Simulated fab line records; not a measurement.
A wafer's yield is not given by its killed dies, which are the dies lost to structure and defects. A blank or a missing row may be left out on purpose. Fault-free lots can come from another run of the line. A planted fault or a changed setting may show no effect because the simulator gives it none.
Split-lot experiment    flow n5-finfet    39 wafers read across 7 lots, on a route 1938 steps long

ON THE SPLIT
At N5_DUMMY_GATE_EXPOSE_12 (exposes mask GATE, target cd 25 nm), the setting dose-mj was moved away from the recipe's 34 on 15 of the 39 wafers read, by -7.6% to +5.7%. All remaining wafers had this setting at the recipe value.

FROM THE SPLIT TO THE READING: what the file shows between them, 13 steps
- N5_DUMMY_GATE_PEB_13: peb time 60 s
- N5_DUMMY_GATE_DEVELOP_14: develop time 30 s
- N5_DUMMY_GATE_CD_MEAS_15: target cd 25.8 nm
- N5_DUMMY_GATE_STRIP_38: strips in N2/H2
- N5_DUMMY_GATE_STRIP_39: strips in N2/H2
- N5_DUMMY_GATE_TRIM_49: chemistry O2, time 29 s, target cd 14 nm
- N5_DUMMY_GATE_STRIP_40: strips in CF4
- N5_DUMMY_GATE_CD_MEAS_50: target cd 14 nm
- N5_DUMMY_GATE_ETCH_31: etches SiO2 in C4F6/O2, target depth 82.5 nm, time 27.5 s
- N5_DUMMY_GATE_STRIP_41: strips in O2
- N5_DUMMY_GATE_ETCH_32: etches SiO2 in CF4, target depth 3.5 nm, time 3.9 s
- N5_DUMMY_GATE_ETCH_23: etches poly-Si in HBr/Cl2/O2, target depth 41 nm, time 22.3 s
- N5_DUMMY_GATE_ETCH_44: etches poly-Si in HBr/O2, stops on SiO2, target depth 127.5 nm

THE READING
Shown in nm: cd-nm at N5_DUMMY_GATE_CD_MEAS_24, with target cd 15 nm. A value of 15.1 nm with a standard deviation of 0.33 nm is what fault-free wafers of this fab line usually give.

wafer   tool, chamber at the split  dose-mj as run  against the recipe  cd-nm, nm  against lot-mates on the recipe
L074.2  euv-scanner-01, 0           34              recipe              14.7       -
L074.4  euv-scanner-01, 0           34              recipe              15.4       -
L074.6  euv-scanner-01, 0           34              recipe              15.2       -
L079.1  euv-scanner-01, 0           32.91           -3.2%               15.6       +0.6
L079.2  euv-scanner-01, 0           34              recipe              15.2       -
L079.3  euv-scanner-01, 0           34              recipe              15.1       -
L079.4  euv-scanner-01, 0           34              recipe              14.8       -
L079.5  euv-scanner-01, 0           32.91           -3.2%               15.8       +0.8
L079.6  euv-scanner-01, 0           32.91           -3.2%               16.0       +1.0
L080.1  euv-scanner-01, 0           31.43           -7.6%               16.4       +1.4
L080.2  euv-scanner-01, 0           34              recipe              14.8       -
L080.3  euv-scanner-01, 0           34              recipe              15.0       -
L080.4  euv-scanner-01, 0           31.43           -7.6%               16.4       +1.4
L080.5  euv-scanner-01, 0           31.43           -7.6%               16.0       +1.0
L080.6  euv-scanner-01, 0           34              recipe              15.1       -
L082.1  euv-scanner-01, 0           34              recipe              14.7       -
L082.2  euv-scanner-01, 0           35.68           +4.9%               14.1       -0.9
L082.3  euv-scanner-01, 0           35.68           +4.9%               14.7       -0.3
L082.4  euv-scanner-01, 0           35.68           +4.9%               14.3       -0.7
L082.5  euv-scanner-01, 0           34              recipe              14.8       -
L082.6  euv-scanner-01, 0           34              recipe              15.5       -
L088.1  euv-scanner-02, 0           34              recipe              14.9       -
L088.2  euv-scanner-02, 0           34              recipe              14.5       -
L088.3  euv-scanner-02, 0           34              recipe              14.8       -
L088.4  euv-scanner-02, 0           34              recipe              15.2       -
L088.5  euv-scanner-02, 0           34              recipe              15.1       -
L088.6  euv-scanner-02, 0           34              recipe              14.4       -
L095.1  euv-scanner-01, 0           31.44           -7.5%               16.6       +1.5
L095.2  euv-scanner-01, 0           34              recipe              15.4       -
L095.3  euv-scanner-01, 0           34              recipe              14.9       -
L095.4  euv-scanner-01, 0           34              recipe              15.0       -
L095.5  euv-scanner-01, 0           31.44           -7.5%               16.4       +1.3
L095.6  euv-scanner-01, 0           31.44           -7.5%               16.5       +1.4
L096.1  euv-scanner-02, 0           34              recipe              15.1       -
L096.2  euv-scanner-02, 0           35.95           +5.7%               13.9       -1.2
L096.3  euv-scanner-02, 0           35.95           +5.7%               14.3       -0.8
L096.4  euv-scanner-02, 0           35.95           +5.7%               14.4       -0.7
L096.5  euv-scanner-02, 0           34              recipe              15.2       -
L096.6  euv-scanner-02, 0           34              recipe              15.1       -

THE FIT
A straight line over all 39 wafers: cd-nm changes by -0.169 nm for each +1% of dose-mj; r = -0.92; the points scatter about the line by 0.27 nm.
The same after taking each lot's own level away (the mean of its wafers on the recipe; 39 wafers): -0.171 nm for each +1%; r = -0.94; scatter 0.24 nm.
The reading moves by 1.3 nm for the largest change in dose-mj, on that fit.
The lots' own levels span 14.82 to 15.13 nm, that is 1.0 times the standard deviation above.
Hence the lot-to-lot level has little effect on the slope; both slopes agree.
Check: +1.32 nm against its lot-mates is what the line predicts for one of the wafers moved furthest among these (-7.6%) when that wafer is left out of the fit. It came out at +1.43 nm against them.

THE WHOLE CHAIN: every reading that the file lists as answering this split, in the file's order
step                      what it does                                                    reading                                                            change (the file's fit)                r (the file's)
N5_DUMMY_GATE_CD_MEAS_15  target cd 25.8 nm                                               cd-nm                                                              -0.196 nm for each +1% of the setting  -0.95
N5_DUMMY_GATE_TRIM_49     chemistry O2, time 29 s, target cd 14 nm                        DUMMY_GATE.cd-nm (the simulator's own value, which no gauge read)  -0.2 nm for each +1% of the setting    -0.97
N5_DUMMY_GATE_CD_MEAS_50  target cd 14 nm                                                 cd-nm                                                              -0.181 nm for each +1% of the setting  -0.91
N5_DUMMY_GATE_ETCH_44     etches poly-Si in HBr/O2, stops on SiO2, target depth 127.5 nm  DUMMY_GATE.cd-nm (the simulator's own value, which no gauge read)  -0.177 nm for each +1% of the setting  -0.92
N5_DUMMY_GATE_CD_MEAS_24  target cd 15 nm                                                 cd-nm                                                              -0.176 nm for each +1% of the setting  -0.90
N5_DUMMY_GATE_ETCH_42     etches SiO2 in CHF3/O2, target depth 3.5 nm, time 31 s          DUMMY_GATE.cd-nm (the simulator's own value, which no gauge read)  -0.174 nm for each +1% of the setting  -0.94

FILE'S OWN FIT
cd-nm changes by -0.176 nm for each +1% of dose-mj, r = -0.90.
